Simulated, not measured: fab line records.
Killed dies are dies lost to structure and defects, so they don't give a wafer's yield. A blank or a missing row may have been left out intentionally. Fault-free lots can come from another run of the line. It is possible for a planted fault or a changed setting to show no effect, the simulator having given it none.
Lot-split experiment ; flow n5-finfet ; 21 wafers read across 7 lots, on a route 1938 steps long

## ON THE SPLIT
At N5_BEOL_M10_EXPOSE_25 (exposes mask V9), the setting dose-mj was moved away from the recipe's 85.5 on 9 of the 21 wafers read, by +4.5% to +6.3%. The other wafers ran this setting at the recipe's value.

## FROM THE SPLIT TO THE READING: what the file shows between them, 2 steps
- N5_BEOL_M10_PEB_26: peb time 60 s
- N5_BEOL_M10_DEVELOP_27: develop time 30 s

## THE READING
At N5_BEOL_M10_CD_MEAS_28: cd-nm in nanometres, against a target cd of 70 nm. On this fab line, fault-free wafers typically give 69.2 nm with a standard deviation of 1.2 nm.

wafer;tool, chamber at the split;dose-mj as run;against the recipe;cd-nm, nm;against lot-mates on the recipe
L078.2;arfi-scanner-01, 0;85.5;recipe;69.5;-
L078.4;arfi-scanner-01, 0;85.5;recipe;70.2;-
L078.5;arfi-scanner-01, 0;85.5;recipe;71.4;-
L082.3;arfi-scanner-02, 0;85.5;recipe;69.7;-
L082.4;arfi-scanner-02, 0;85.5;recipe;68.8;-
L082.5;arfi-scanner-02, 0;85.5;recipe;69.7;-
L087.2;arfi-scanner-03, 0;90.18;+5.5%;74.2;no lot-mate on the recipe
L087.3;arfi-scanner-03, 0;90.18;+5.5%;73.4;no lot-mate on the recipe
L087.6;arfi-scanner-03, 0;90.18;+5.5%;72.6;no lot-mate on the recipe
L089.2;arfi-scanner-01, 0;85.5;recipe;68.9;-
L089.3;arfi-scanner-01, 0;90.85;+6.3%;74.1;+5.2
L089.5;arfi-scanner-01, 0;90.85;+6.3%;73.4;+4.5
L088.1;arfi-scanner-03, 0;85.5;recipe;68.1;-
L088.2;arfi-scanner-03, 0;90.19;+5.5%;71.8;+3.7
L088.3;arfi-scanner-03, 0;90.19;+5.5%;72.5;+4.4
L092.1;arfi-scanner-02, 0;89.39;+4.5%;72.8;+3.6
L092.2;arfi-scanner-02, 0;85.5;recipe;69.2;-
L092.5;arfi-scanner-02, 0;89.39;+4.5%;72.1;+2.9
L095.1;arfi-scanner-02, 0;85.5;recipe;69.8;-
L095.4;arfi-scanner-02, 0;85.5;recipe;71.0;-
L095.6;arfi-scanner-02, 0;85.5;recipe;70.9;-

FIT RESULTS
A straight line over all 21 wafers: cd-nm changes by +0.595 nm for each +1% of dose-mj; r = +0.89; the points scatter about the line by 0.88 nm.
The same after taking each lot's own level away (the mean of its wafers on the recipe; 18 wafers): +0.75 nm for each +1%; r = +0.97; scatter 0.51 nm.
The reading moves by 4.7 nm for the largest change in dose-mj, on that fit.
The lots' own levels span 68.10 to 70.57 nm, that is 2.1 times the standard deviation above.
Thus the slope moves with the lot-to-lot level: the two fits are different.
Check: with one of the wafers moved furthest among these (+6.3%) left out of the fit, the line predicts +4.54 nm for it against its lot-mates. Against them it came out at +5.2 nm.

## ADDITIONAL SPLITS CARRIED BY THESE WAFERS
Note: prior to the reading, these wafers also went through further splits. Each is held against what the fit with the lots' levels taken away leaves over:
other split on the same wafers;wafers away from the commonest value;r with cd-nm (lot level and that fit taken away)
N5_BEOL_M7_ILD_DEP_00 time-s;8;+0.28
N5_BEOL_M7_ETCH_41 source-w;9;-0.25
N5_BEOL_M9_ILD_DEP_00 time-s;7;+0.17
N5_BEOL_M10_COAT_22 spin-rpm;8;-0.23

## FILE'S OWN FIT
cd-nm changes by +0.746 nm for each +1% of dose-mj, r = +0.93.
